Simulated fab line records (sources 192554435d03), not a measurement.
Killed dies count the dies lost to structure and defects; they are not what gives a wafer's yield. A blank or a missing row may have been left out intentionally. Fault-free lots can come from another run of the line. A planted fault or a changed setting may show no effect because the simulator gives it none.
fab line records    flow n5_finfet
record lots=6  wafers=18  last_day=18
route steps=1938 shown FIN_SAQP@142 FIN_CUT@154 BEOL_M4@1111 PASSIVATION@1936
lots with no fault: from the same line, run without faults
start_h: the number of hours between the record's first day and the start of the first shown wafer of the lot    wait_h: how many hours have passed since the lot's step before this one    " repeats the value in the row above    L1.1+2: several wafers, shown together as one row    - either no value or no given start    * or withheld: withheld    < > ~ a bound
route shown NAME@n: a module of which the file shows steps, and the number in the route of the first    usual: mean/standard deviation taken from wafers without a fault    same: alike in all rows    chamber/n: place in a boat    sites: per-site readings    _std_site: standard deviation of those values    _edge_site: the outer-site mean with the inner-site mean subtracted    radius_mm: for every site, how far away it sits from the centre of the wafer    mask NAME#n: copy n    behind: the tool/chamber that last shaped the wafer    hold: cause of the lot's hold/its duration in hours/its outcome    device: names the non-switching transistor (n, p or np)    end of line: at the end of the route, the tests of the same wafers    a step with no rows: only its recipe    killed: dies that structure and defects cost at the first sort, which is not the same as the wafer's yield    map: shows each die of a wafer: x if killed, . if not, _ if none is there
set.NAME: the setting that was run; set.NAME@STEP: the one run at that earlier step    model.NAME: the simulator's own value behind a step, which no gauge read
lots at selected steps of the route; one table per step, one row per wafer
services: when a tool's chamber went out of use (start_h, in hours from the record's first day, below 0 if earlier), for how many hours, and the reason
## steps
# step N5_FIN_SAQP_HM_OPEN_33
# recipe chemistry=CH3F/O2  target=SiNx  mask_material=SiO2  target_depth_a=494  time_s=70.6  pressure_mtorr=30  source_w=395  bias_w=73  Ar_flow_sccm=150  CH3F_flow_sccm=30  O2_flow_sccm=20  ion_energy_ev=120  ends=cleared
# usual O2_flow_sccm=20.00/0.058  drypump_motor_current_A=5.6/0.45  etch_rf_on_time_s=69.4/1.5  oes_o_777_au=0.80/0.09  oes_product_au=0.68/0.076  rf_vpp_V=296/4.9  showerhead_plenum_p_Torr=2.02/0.068  throttle_valve_pct=16.23/0.21
lot.wafer  tool         chamber  start_h  wait_h  O2_flow_sccm  drypump_motor_current_A  etch_rf_on_time_s  oes_o_777_au  oes_product_au  rf_hours_counter_h  rf_vpp_V  showerhead_plenum_p_Torr  throttle_valve_pct
L411.1     rie_diel-02  0        68.28    0.0     19.92         5.4                      67.6               0.83          0.73            71                  297       2.03                      16.05
L411.3     "            3        "        "       19.93         5.5                      69.3               0.97          0.81            8                   287       1.98                      16.31
L411.6     "            1        "        "       19.95         5.4                      70.4               0.68          0.59            -                   304       2.06                      16.68
L413.3     rie_diel-04  2        81.35    0.0     20.02         5.7                      66.3               0.80          0.66            142                 289       2.10                      16.49
L413.4     "            0        "        "       19.92         5.9                      71.3               0.78          0.67            141                 297       2.00                      16.17
L413.5     "            0        "        "       20.00         5.9                      68.4               0.77          0.67            -                   298       2.00                      16.18
L415.2     rie_diel-02  2        95.24    0.1     20.07         6.6                      68.0               0.80          0.68            121                 299       1.92                      16.14
L415.4     "            3        "        "       20.03         5.5                      71.1               0.95          0.79            16                  288       1.97                      16.32
L415.6     "            3        "        "       20.00         5.5                      72.4               0.94          0.79            -                   287       1.97                      16.32
L416.4     rie_diel-05  2        101.07   0.0     20.11         5.8                      69.4               0.73          0.62            165                 295       2.08                      15.98
L416.5     "            1        "        "       20.02         5.4                      68.8               0.70          0.59            -                   298       1.97                      16.58
L416.6     "            0        "        "       20.05         5.6                      69.6               0.92          0.78            -                   300       2.11                      15.99
L425.1     rie_diel-02  2        152.24   0.1     20.07         6.6                      70.0               0.78          0.65            144                 299       1.92                      16.19
L425.5     "            0        "        "       20.03         5.4                      71.3               0.79          0.68            -                   297       2.02                      16.12
L425.6     "            3        "        "       19.96         5.5                      71.7               0.92          0.76            -                   287       1.97                      16.34
L427.2     rie_diel-04  1        163.68   0.0     19.91         5.4                      69.7               0.99          0.82            1                   294       1.96                      15.77
L427.3     "            0        "        "       19.87         5.9                      68.1               0.75          0.65            168                 297       1.99                      16.21
L427.6     "            3        "        "       19.97         5.0                      68.6               0.93          0.78            -                   299       2.13                      16.07
# step N5_FIN_SAQP_ETCH_34
# recipe chemistry=C4F6/O2  target=SiO2  target_depth_a=450  time_s=15  ion_energy_ev=250  pressure_mtorr=30  source_w=345  bias_w=185  Ar_flow_sccm=300  C4F6_flow_sccm=10  O2_flow_sccm=10  ends=cleared
# usual O2_flow_sccm=9.996/0.029  drypump_motor_current_A=5.6/0.45  etch_rf_on_time_s=15.02/0.22  oes_o_777_au=0.80/0.094  oes_product_au=0.68/0.077  rf_vpp_V=664/11  showerhead_plenum_p_Torr=2.87/0.092  throttle_valve_pct=20.95/0.22
lot.wafer  tool         chamber  start_h  wait_h  O2_flow_sccm  drypump_motor_current_A  etch_rf_on_time_s  oes_o_777_au  oes_product_au  rf_hours_counter_h  rf_vpp_V  showerhead_plenum_p_Torr  throttle_valve_pct
L411.1     rie_diel-02  0        68.35    0.0     9.963         5.4                      15.10              0.82          0.71            71                  667       2.88                      20.78
L411.3     "            3        "        "       9.982         5.5                      15.05              0.99          0.82            8                   641       2.82                      21.11
L411.6     "            1        "        "       10.002        5.4                      15.43              0.66          0.59            -                   682       2.93                      21.39
L413.3     rie_diel-04  2        81.42    0.0     10.023        5.7                      14.69              0.81          0.66            142                 646       2.98                      21.26
L413.4     "            0        "        "       10.006        5.9                      15.12              0.77          0.66            141                 667       2.85                      20.84
L413.5     "            0        "        "       10.010        5.9                      15.03              0.77          0.67            -                   667       2.85                      20.84
L415.2     rie_diel-02  2        95.31    0.0     10.005        6.6                      14.93              0.79          0.68            121                 670       2.74                      20.88
L415.4     "            3        "        "       10.010        5.5                      15.29              0.96          0.79            16                  642       2.81                      21.11
L415.6     "            3        "        "       9.949         5.5                      15.17              0.96          0.80            -                   642       2.81                      21.13
L416.4     rie_diel-05  2        101.14   0.0     9.997         5.8                      15.12              0.73          0.61            165                 656       2.95                      20.63
L416.5     "            1        "        "       9.986         5.4                      15.00              0.70          0.59            -                   667       2.80                      21.26
L416.6     "            0        "        "       10.018        5.6                      14.97              0.92          0.78            -                   668       2.99                      20.71
L425.1     rie_diel-02  2        152.31   0.0     10.030        6.6                      15.01              0.76          0.65            144                 668       2.73                      20.91
L425.5     "            0        "        "       10.003        5.4                      15.13              0.79          0.68            -                   667       2.87                      20.82
L425.6     "            3        "        "       10.013        5.5                      15.26              0.92          0.77            -                   642       2.81                      21.15
L427.2     rie_diel-04  1        163.75   0.0     10.035        5.4                      14.94              0.98          0.83            1                   655       2.79                      20.53
L427.3     "            0        "        "       9.967         5.9                      14.77              0.75          0.65            168                 665       2.83                      20.90
L427.6     "            3        "        "       9.988         5.0                      14.60              0.93          0.78            -                   668       3.03                      20.86
# step N5_FIN_SAQP_STRIP_77
# recipe chemistry=N2/H2  time_s=90  power_w=100  temp_c=40  pressure_mtorr=100  rf_frequency_hz=6e+07  bias_power_w=3  n2_flow_sccm=300  h2_flow_sccm=300
# usual drypump_motor_current_A=5.6/0.45  oes_product_au=0.80/0.09  rf_vpp_V=45.4/0.77  showerhead_plenum_p_Torr=3.41/0.11  throttle_valve_pct=12.13/0.24
lot.wafer  tool         chamber  start_h  wait_h  drypump_motor_current_A  oes_product_au  rf_hours_counter_h  rf_vpp_V  showerhead_plenum_p_Torr  throttle_valve_pct
L411.1     rie_diel-02  0        68.37    0.0     5.4                      0.83            71                  45.0      3.42                      11.88
L411.3     "            3        "        "       5.5                      0.96            8                   44.5      3.33                      12.05
L411.6     "            1        "        "       5.4                      0.69            -                   45.2      3.49                      12.59
L413.3     rie_diel-04  2        81.44    0.0     5.7                      0.78            142                 44.4      3.51                      12.36
L413.4     "            0        "        "       5.9                      0.80            141                 46.2      3.39                      12.09
L413.5     "            0        "        "       5.9                      0.80            -                   46.1      3.39                      12.08
L415.2     rie_diel-02  2        95.33    0.0     6.6                      0.79            121                 46.2      3.25                      12.06
L415.4     "            3        "        "       5.5                      0.93            16                  45.0      3.32                      12.05
L415.6     "            3        "        "       5.5                      0.94            -                   45.8      3.32                      12.07
L416.4     rie_diel-05  2        101.17   0.0     5.8                      0.71            165                 44.5      3.49                      11.85
L416.5     "            1        "        "       5.4                      0.69            -                   45.3      3.35                      12.57
L416.6     "            0        "        "       5.6                      0.92            -                   46.6      3.60                      12.03
L425.1     rie_diel-02  2        152.33   0.0     6.6                      0.76            144                 46.3      3.24                      12.13
L425.5     "            0        "        "       5.4                      0.80            -                   45.8      3.41                      11.95
L425.6     "            3        "        "       5.5                      0.90            -                   43.9      3.31                      12.10
L427.2     rie_diel-04  1        163.77   0.0     5.4                      0.98            1                   45.8      3.35                      11.77
L427.3     "            0        "        "       5.9                      0.78            168                 47.0      3.38                      12.15
L427.6     "            3        "        "       5.0                      0.91            -                   45.3      3.58                      11.89
# step N5_FIN_SAQP_HM_CD_35
# recipe target_cd_nm=8  polarity=line
# usual cd_nm=8.10/0.23
lot.wafer  tool       chamber  start_h  wait_h  cd_nm
L411.1     cd_sem-02  -        68.51    0.1     7.90
L411.3     "          -        "        "       7.93
L411.6     "          -        "        "       8.08
L413.3     cd_sem-03  -        81.57    0.1     7.91
L413.4     "          -        "        "       8.38
L413.5     "          -        "        "       8.12
L415.2     cd_sem-01  -        95.46    0.1     8.19
L415.4     "          -        "        "       8.25
L415.6     "          -        "        "       8.17
L416.4     cd_sem-01  -        101.30   0.1     7.54
L416.5     "          -        "        "       8.05
L416.6     "          -        "        "       7.87
L425.1     cd_sem-01  -        152.46   0.1     7.59
L425.5     "          -        "        "       7.94
L425.6     "          -        "        "       8.20
L427.2     cd_sem-03  -        163.90   0.1     8.51
L427.3     "          -        "        "       8.04
L427.6     "          -        "        "       7.95
# step N5_FIN_SAQP_ETCH_64
# recipe chemistry=CF4  target=SiO2  target_depth_a=15  ion_energy_ev=350  pressure_mtorr=10  icp_w=800  bias_w=400  cf4_flow_sccm=80
# usual drypump_motor_current_A=5.7/0.4  he_backside_leak_sccm=2.9/0.33  oes_product_au=1.011/0.022  throttle_valve_pct=21.84/0.3
lot.wafer  tool       chamber  start_h  wait_h  drypump_motor_current_A  he_backside_leak_sccm  oes_product_au  rf_hours_counter_h  throttle_valve_pct
L411.1     rie_si-03  2        68.55    0.0     6.1                      2.5                    1.011           102                 21.93
L411.3     "          1        "        "       5.4                      2.8                    1.001           167                 21.96
L411.6     "          3        "        "       5.2                      2.8                    1.026           -                   21.28
L413.3     rie_si-03  0        81.61    0.0     5.6                      3.0                    0.980           109                 22.20
L413.4     "          1        "        "       5.4                      2.7                    0.999           167                 21.96
L413.5     "          0        "        "       5.6                      2.9                    0.967           -                   22.20
L415.2     rie_si-06  3        95.51    0.0     6.2                      2.6                    1.028           111                 22.22
L415.4     "          0        "        "       5.9                      2.7                    1.054           41                  22.08
L415.6     "          0        "        "       5.9                      2.8                    1.053           -                   22.08
L416.4     rie_si-03  3        101.34   0.0     5.2                      2.9                    1.027           90                  21.27
L416.5     "          2        "        "       6.1                      2.4                    1.030           -                   21.92
L416.6     "          1        "        "       5.4                      2.8                    0.994           -                   21.97
L425.1     rie_si-04  1        152.51   0.0     5.6                      2.7                    1.009           63                  21.69
L425.5     "          3        "        "       5.9                      3.9                    1.033           -                   21.74
L425.6     "          0        "        "       5.9                      2.6                    0.986           -                   21.93
L427.2     rie_si-06  1        163.95   0.0     5.3                      3.0                    1.003           171                 21.54
L427.3     "          0        "        "       5.9                      2.8                    1.051           43                  22.10
L427.6     "          2        "        "       4.9                      3.0                    1.028           -                   21.68
# step N5_FIN_SAQP_FIN_ETCH_36
# recipe chemistry=HBr/Cl2/O2  target_depth_a=1200  mask_material=SiNx  time_s=50.4  bias_w=102  pressure_mtorr=10  icp_w=800  HBr_flow_sccm=150  Cl2_flow_sccm=80  O2_flow_sccm=12
# usual O2_flow_sccm=11.99/0.036  drypump_motor_current_A=5.7/0.4  he_backside_leak_sccm=2.9/0.32  oes_o_777_au=1.02/0.045  oes_product_au=1.011/0.018  throttle_valve_pct=36.04/0.29
lot.wafer  tool       chamber  start_h  wait_h  O2_flow_sccm  drypump_motor_current_A  he_backside_leak_sccm  oes_o_777_au  oes_product_au  rf_hours_counter_h  throttle_valve_pct
L411.1     rie_si-03  2        68.57    0.0     12.01         6.0                      2.4                    0.98          1.013           102                 36.06
L411.3     "          1        "        "       12.01         5.4                      2.8                    0.97          1.006           167                 35.97
L411.6     "          3        "        "       12.03         5.2                      2.9                    1.03          1.028           -                   35.64
L413.3     rie_si-03  0        81.63    0.0     11.96         5.6                      2.8                    1.00          0.985           109                 36.36
L413.4     "          1        "        "       11.98         5.4                      2.7                    0.97          1.007           167                 35.96
L413.5     "          0        "        "       11.97         5.6                      2.9                    1.00          0.989           -                   36.36
L415.2     rie_si-06  3        95.53    0.0     12.04         6.3                      2.6                    1.07          1.022           111                 36.61
L415.4     "          0        "        "       11.97         5.9                      2.7                    1.08          1.061           41                  35.97
L415.6     "          0        "        "       11.99         5.9                      2.7                    1.09          1.043           -                   35.98
L416.4     rie_si-03  3        101.36   0.0     11.97         5.2                      2.9                    1.02          1.019           90                  35.63
L416.5     "          2        "        "       11.99         6.0                      2.6                    0.98          1.018           -                   36.06
L416.6     "          1        "        "       11.99         5.4                      2.8                    0.98          1.002           -                   35.95
L425.1     rie_si-04  1        152.53   0.0     12.00         5.6                      2.7                    1.00          1.021           63                  35.79
L425.5     "          3        "        "       12.02         5.9                      3.9                    1.08          1.021           -                   36.10
L425.6     "          0        "        "       11.93         5.9                      2.5                    0.97          0.995           -                   36.01
L427.2     rie_si-06  1        163.97   0.0     12.03         5.3                      3.0                    1.03          1.014           171                 35.74
L427.3     "          0        "        "       11.95         5.9                      2.9                    1.09          1.042           43                  36.00
L427.6     "          2        "        "       12.00         5.0                      3.1                    1.04          1.012           -                   35.92
# step N5_FIN_SAQP_CD_MEAS_37
# recipe target_cd_nm=8  polarity=line
# usual cd_nm=8.13/0.25
lot.wafer  tool       chamber  start_h  wait_h  cd_nm
L411.1     cd_sem-02  -        68.69    0.1     7.94
L411.3     "          -        "        "       7.89
L411.6     "          -        "        "       8.05
L413.3     cd_sem-02  -        81.76    0.1     8.40
L413.4     "          -        "        "       8.36
L413.5     "          -        "        "       8.14
L415.2     cd_sem-02  -        95.65    0.1     8.10
L415.4     "          -        "        "       7.80
L415.6     "          -        "        "       8.32
L416.4     cd_sem-03  -        101.49   0.1     7.92
L416.5     "          -        "        "       7.85
L416.6     "          -        "        "       7.86
L425.1     cd_sem-01  -        152.65   0.1     7.54
L425.5     "          -        "        "       7.59
L425.6     "          -        "        "       8.64
L427.2     cd_sem-01  -        164.09   0.1     8.00
L427.3     "          -        "        "       8.28
L427.6     "          -        "        "       7.90
# step N5_FIN_SAQP_PRECLEAN_38
# recipe chemistry=O3/DIW  time_s=45  temp_c=22  o3_ppm=10
# step N5_FIN_SAQP_PRECLEAN_45
# recipe chemistry=dHF  time_s=10  dilution=500:1  temp_c=25
# step N5_FIN_SAQP_SRD_39
# recipe dry=ipa_marangoni  time_s=30  temp_c=23  rinse_liquid=diw
# step N5_FIN_SAQP_OCD_MEAS_76
# usual trench_depth_nm=120.6/1.9
lot.wafer  tool    chamber  start_h  wait_h  trench_depth_nm
L411.1     ocd-02  -        68.79    0.0     119.7
L411.3     "       -        "        "       121.5
L411.6     "       -        "        "       123.7
L413.3     ocd-02  -        81.89    0.0     118.9
L413.4     "       -        "        "       121.6
L413.5     "       -        "        "       119.4
L415.2     ocd-02  -        95.75    0.0     123.1
L415.4     "       -        "        "       123.3
L415.6     "       -        "        "       122.6
L416.4     ocd-02  -        101.58   0.0     123.2
L416.5     "       -        "        "       119.0
L416.6     "       -        "        "       121.6
L425.1     ocd-01  -        152.75   0.0     124.5
L425.5     "       -        "        "       119.0
L425.6     "       -        "        "       119.6
L427.2     ocd-01  -        164.19   0.0     121.3
L427.3     "       -        "        "       122.6
L427.6     "       -        "        "       118.3
# step N5_FIN_SAQP_INSPECT_40
# recipe inspect_instrument=brightfield  mode=aei
# usual raw_defect_count=206/55
lot.wafer  tool               chamber  start_h  wait_h  raw_defect_count
L411.1     defect_inspect-01  -        68.82    0.0     289
L411.3     "                  -        "        "       276
L411.6     "                  -        "        "       162
L413.3     defect_inspect-02  -        81.92    0.0     228
L413.4     "                  -        "        "       207
L413.5     "                  -        "        "       169
L415.2     defect_inspect-01  -        95.78    0.0     159
L415.4     "                  -        "        "       188
L415.6     "                  -        "        "       204
L416.4     defect_inspect-01  -        101.61   0.0     214
L416.5     "                  -        "        "       416
L416.6     "                  -        "        "       176
L425.1     defect_inspect-01  -        152.78   0.0     165
L425.5     "                  -        "        "       223
L425.6     "                  -        "        "       150
L427.2     defect_inspect-02  -        164.22   0.0     204
L427.3     "                  -        "        "       169
L427.6     "                  -        "        "       165
# step N5_FIN_CUT_COAT_18
# recipe resist=SOC  temp_c=250  time_s=60  spin_rpm=1500  resist_thk_nm=230
# usual chill_plate_temp_C=23.02/0.11  heater_power_total_W=500.5/1.8  plate_temp_C=250.00/0.2
lot.wafer  tool            chamber  start_h  wait_h  chill_plate_temp_C  heater_power_total_W  plate_temp_C
L411.1     litho_track-03  0        68.86    0.0     23.12               502.6                 250.45
L411.3     "               0        "        "       22.99               499.9                 250.23
L411.6     "               0        "        "       23.00               500.1                 250.08
L413.3     litho_track-01  0        81.95    0.0     23.04               843.7                 268.31
L413.4     "               0        "        "       23.03               841.2                 268.42
L413.5     "               0        "        "       23.07               841.1                 268.52
L415.2     litho_track-03  0        95.81    0.0     23.10               502.0                 249.99
L415.4     "               0        "        "       23.01               503.3                 250.06
L415.6     "               0        "        "       23.05               502.1                 249.91
L416.4     litho_track-01  0        101.64   0.0     22.82               844.3                 268.25
L416.5     "               0        "        "       22.82               844.6                 268.17
L416.6     "               0        "        "       22.95               844.0                 268.03
L425.1     litho_track-02  0        152.81   0.0     22.92               501.3                 250.24
L425.5     "               0        "        "       22.99               498.8                 249.90
L425.6     "               0        "        "       22.98               502.0                 250.05
L427.2     litho_track-01  0        164.25   0.0     23.12               501.9                 250.32
L427.3     "               0        "        "       23.18               499.5                 250.05
L427.6     "               0        "        "       23.16               499.6                 250.27
# step N5_FIN_CUT_COAT_19
# recipe resist=SiARC  temp_c=220  time_s=60  spin_rpm=1500  resist_thk_nm=20
# step N5_BEOL_M4_RC_MEAS_101
# usual DIBL_N=35.8/1.8  DIBL_P=35.9/2.2  IOFF_N=0.16/0.035  IOFF_P=0.21/0.04  ION_N=672/11  ION_P=461/7.4  SS_N=71.4/0.64  SS_P=73.2/0.67  VT_N=250/3.5  VT_P=-251/3.4
lot.wafer  tool       chamber  start_h  wait_h  DIBL_N[mV/V]  DIBL_P[mV/V]  IOFF_N[nA/um]  IOFF_P[nA/um]  ION_N[uA/um]  ION_P[uA/um]  SS_N[mV/dec]  SS_P[mV/dec]  VT_N[mV]  VT_P[mV]
L411.1     prober-01  0        209.06   0.0     39.2          39.8          0.21           0.28           683           471           72.4          74.1          247       -248
L411.3     "          0        "        "       35.0          34.5          0.13           0.18           677           461           71.0          72.1          253       -249
L411.6     "          0        "        "       35.9          35.9          0.14           0.21           664           465           72.0          72.6          251       -253
L413.3     prober-01  0        218.83   0.3     39.5          39.7          0.23           0.26           674           458           73.1          74.3          246       -246
L413.4     "          0        "        "       37.6          38.1          0.19           0.24           679           464           71.7          74.0          248       -248
L413.5     "          0        "        "       37.3          38.0          0.19           0.25           679           461           72.2          74.4          247       -246
L415.2     prober-02  0        238.92   0.2     34.1          34.0          0.13           0.16           673           455           71.6          72.8          253       -257
L415.4     "          0        "        "       36.2          34.3          0.15           0.18           663           449           71.9          73.0          252       -252
L415.6     "          0        "        "       35.1          35.3          0.13           0.18           667           455           71.2          73.0          252       -251
L416.4     prober-02  0        251.51   0.5     35.0          34.2          0.12           0.18           650           452           70.9          73.1          256       -254
L416.5     "          0        "        "       33.5          32.6          0.11           0.16           661           454           70.9          72.0          252       -254
L416.6     "          0        "        "       36.3          36.6          0.15           0.22           666           458           70.8          73.9          252       -249
L425.1     prober-01  0        287.79   0.0     30.4          29.3          0.08           0.11           638           447           69.6          72.1          261       -257
L425.5     "          0        "        "       33.8          33.5          0.11           0.15           665           456           71.1          73.0          253       -256
L425.6     "          0        "        "       38.0          38.3          0.19           0.23           689           467           71.5          74.1          247       -249
L427.2     prober-02  0        311.90   0.2     34.7          34.3          0.12           0.19           668           464           71.0          72.5          252       -254
L427.3     "          0        "        "       34.1          33.1          0.11           0.17           656           458           71.3          72.1          254       -255
L427.6     "          0        "        "       32.9          32.5          0.10           0.17           659           462           70.3          72.9          254       -253
# step N5_PASSIVATION_PROBE_49
# usual defect_limited_yield=91.0/1.5  killed_at_M0_to_M3=34/9.1  killed_at_M4_up=14/5.7  killed_at_contacts=13/5.7  killed_at_front_end=42/12  killed_at_other=4/3.4  killed_dies=106/17  killed_open=70/13  killed_short=34/7.5  sort_bin_5_function=5.2/0.94  sort_bin_6_memory=3.4/0.69  sort_bin_8_speed=0.00/0.029  sort_n_pass=1074/17  sort_yield_pct=91.0/1.5
# same gross_dies=1180  killed_at_back_side=0  sort_bin_4_leakage[%]=0
lot.wafer  tool       chamber  start_h  wait_h  defect_limited_yield[%]  killed_at_M0_to_M3  killed_at_M4_up  killed_at_contacts  killed_at_front_end  killed_at_other  killed_dies  killed_open  killed_short  sort_bin_5_function[%]  sort_bin_6_memory[%]  sort_bin_8_speed[%]  sort_n_pass  sort_yield_pct[%]
L411.1     prober-01  -        320.35   0.0     89.7                     40                  4                18                  53                   6                121          97           23            6.2                     3.7                   0                    1059         89.7
L411.3     prober-01  -        320.45   0.1     91.7                     37                  13               13                  30                   5                98           65           32            4.7                     3.1                   0                    1082         91.7
L411.6     prober-01  -        320.60   0.3     93.4                     22                  10               8                   34                   4                78           58           20            3.7                     2.7                   0                    1102         93.4
L415.2     prober-01  -        333.86   0.1     93.1                     24                  7                12                  33                   6                82           50           31            3.8                     3.0                   0                    1098         93.1
L415.4     prober-01  -        333.96   0.2     92.0                     30                  10               17                  35                   2                94           59           34            4.0                     3.4                   0                    1086         92.0
L415.6     prober-01  -        334.06   0.3     91.4                     30                  6                19                  35                   11               101          61           39            4.6                     3.6                   0                    1079         91.4
L416.6     prober-01  -        351.81   0.3     91.9                     31                  15               11                  37                   2                96           69           26            4.8                     3.3                   0                    1084         91.9
# killed by level:class
L411.1 STI_FIN_REVEAL:geometric_particle:open=20 MOL_CONTACT_COAG:geometric_particle:open=18 FIN_SAQP:geometric_particle:open=13 BEOL_M0_SAQP:geometric_particle:open=11 BEOL_M3:geometric_particle:open=10 BEOL_M0_SAQP:geometric_particle:short=6 BEOL_M0:geometric_particle:open=5 STARTING-WAFER:geometric_particle:open=5
L411.3 MOL_CONTACT_COAG:geometric_particle:open=12 BEOL_M2:geometric_particle:open=8 BEOL_M0_SAQP:geometric_particle:short=7 FIN_SAQP:geometric_particle:short=6 FIN_SAQP:geometric_particle:open=6 BEOL_M4:geometric_particle:open=6 BEOL_M3:geometric_particle:open=6 GATE_CUT:geometric_particle:short=5
L411.6 FIN_SAQP:geometric_particle:open=13 BEOL_M1:geometric_particle:open=6 DUMMY_GATE:geometric_particle:open=5 MOL_CONTACT_COAG:geometric_particle:open=5 BEOL_M0_SAQP:geometric_particle:short=5 BEOL_M4:geometric_particle:open=5 FIN_SAQP:geometric_particle:short=3 STI_FIN_REVEAL:geometric_particle:open=3
L415.2 FIN_SAQP:geometric_particle:open=10 FIN_SAQP:geometric_particle:short=10 MOL_CONTACT_COAG:geometric_particle:open=10 BEOL_M1:geometric_particle:open=8 BEOL_M0_SAQP:geometric_particle:open=6 BEOL_M0_SAQP:geometric_particle:short=6 GATE_CUT:geometric_particle:short=4 BEOL_M4:geometric_particle:open=3
L415.4 MOL_CONTACT_COAG:geometric_particle:open=14 FIN_SAQP:geometric_particle:open=10 BEOL_M0_SAQP:geometric_particle:short=10 BEOL_M0_SAQP:geometric_particle:open=8 FIN_SAQP:geometric_particle:short=5 BEOL_M3:geometric_particle:open=4 STI_FIN_REVEAL:geometric_particle:open=3 DUMMY_GATE:geometric_particle:open=3
L415.6 MOL_CONTACT_COAG:geometric_particle:open=14 BEOL_M0_SAQP:geometric_particle:open=13 FIN_SAQP:geometric_particle:open=10 BEOL_M0_SAQP:geometric_particle:short=10 FIN_SAQP:geometric_particle:short=8 MOL_CONTACT_COAG:geometric_particle:short=5 DUMMY_GATE:geometric_particle:open=5 MIM_TOP_ETCH:geometric_particle:short=4
L416.6 MOL_CONTACT_COAG:geometric_particle:open=9 STI_FIN_REVEAL:geometric_particle:open=8 GATE_CUT:geometric_particle:short=7 BEOL_M0_SAQP:geometric_particle:short=7 BEOL_M0_SAQP:geometric_particle:open=7 GATE_CUT:geometric_particle:open=6 BEOL_M2:geometric_particle:open=5 BEOL_M3:geometric_particle:open=5
## services
tool            chamber  start_h  hours  kind
rie_diel-04     3        57.15    -      clean
rie_diel-04     3        57.15    -      consumable_replace:focus_ring
rie_diel-04     3        57.15    -      consumable_replace:showerhead
rie_diel-04     3        57.15    16.4   scheduled_down
rie_diel-04     3        57.15    16.4   vent_cycle
rie_si-06       -        64.93    0.8    repair
rie_diel-04     -        86.97    0.2    repair
rie_diel-05     1        89.57    3.7    repair
litho_track-01  -        97.38    -      consumable_replace:filter
rie_diel-04     3        103.87   1.6    repair
rie_diel-02     2        123.38   3.3    repair
rie_diel-02     3        124.20   18.9   repair
rie_diel-05     2        127.78   5.4    repair
rie_diel-04     0        133.20   5.6    repair
rie_si-03       1        134.56   6.4    repair
rie_diel-02     1        143.12   -      clean
rie_diel-02     1        143.12   -      consumable_replace:focus_ring
rie_diel-02     1        143.12   20.1   scheduled_down
rie_diel-02     1        143.12   20.1   vent_cycle
rie_diel-04     1        144.24   -      clean
rie_diel-04     1        144.24   -      consumable_replace:focus_ring
rie_diel-04     1        144.24   17.1   scheduled_down
rie_diel-04     1        144.24   17.1   vent_cycle
rie_si-03       -        158.67   28.1   pm
## key
first_sign step=N5_FIN_CUT_COAT_18  reading=heater_power_total_W  direction=up  sigmas=99+  usual=*  struck=*
effect step=N5_FIN_CUT_COAT_18  reading=plate_temp_C  direction=up  sigmas=93  usual=*  struck=*
met_at N5_FIN_CUT_COAT_18
struck_wafers L413.3,L413.4,L413.5,L416.4,L416.5,L416.6
fault kind=process_parameter_drift  tool=litho_track-01  chamber=-  onset_h=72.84  steps=N5_FIN_CUT_COAT_18  channel=temp_c  offset=*  shape=step  end_h=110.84  acts_in=*  stated=*
